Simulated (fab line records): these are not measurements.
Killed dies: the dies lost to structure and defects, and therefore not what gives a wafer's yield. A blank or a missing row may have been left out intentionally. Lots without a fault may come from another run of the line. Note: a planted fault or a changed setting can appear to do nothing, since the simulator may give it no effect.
Matching of chambers | flow n5 finfet | N5_BEOL_M3_DESCUM_33 on rie diel-03: 4 sister chambers
The step chemistry O2, time 7 s. 4 wafers are shown with their chamber, then 10 later ones without.

## WAFERS PAIRED WITH THEIR CHAMBERS
wafer  | chamber | drypump motor current A (A)
L084.3 | 3       | 5.4
L085.4 | 2       | 5.0
L085.6 | 0       | 5.5
L088.5 | 1       | 6.1

## WAFERS WITHOUT THEIR CHAMBER
wafer  | drypump motor current A (A)
L088.6 | 5.0
L089.2 | 5.0
L089.4 | 5.3
L089.5 | 6.1
L091.1 | 5.5
L091.3 | 5.0
L091.4 | 5.3
L096.1 | 6.1
L096.3 | 5.3
L096.6 | 5.6

## THE CHAMBER EACH PASSED THROUGH
wafer  | from the rows above     | in truth
L088.6 | 2                       | 2
L089.2 | 2                       | 2
L089.4 | can't be placed: 3 or 0 | 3
L089.5 | 1                       | 1
L091.1 | can't be placed: 0 or 3 | 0
L091.3 | 2                       | 2
L091.4 | can't be placed: 3 or 0 | 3
L096.1 | 1                       | 1
L096.3 | can't be placed: 3 or 0 | 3
L096.6 | can't be placed: 0 or 3 | 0
5 of 10 placed correctly. From these rows, 5 cannot be placed; in 5 the true chamber is one of the candidates. Placed wrongly: 0.
How it was worked out, from the rows above alone: a wafer's distance from a chamber is the root of the sum, over the readings, of the square of ((its reading less the chamber's mean) divided by the reading's scatter). The wafer belongs to the nearest chamber; if the next one is less than 2 further off, it can't be placed. The mean given for a chamber averages the wafers shown for that chamber. The scatter: root of mean squared gap, hidden wafer to nearest shown wafer, with one shown wafer a chamber.
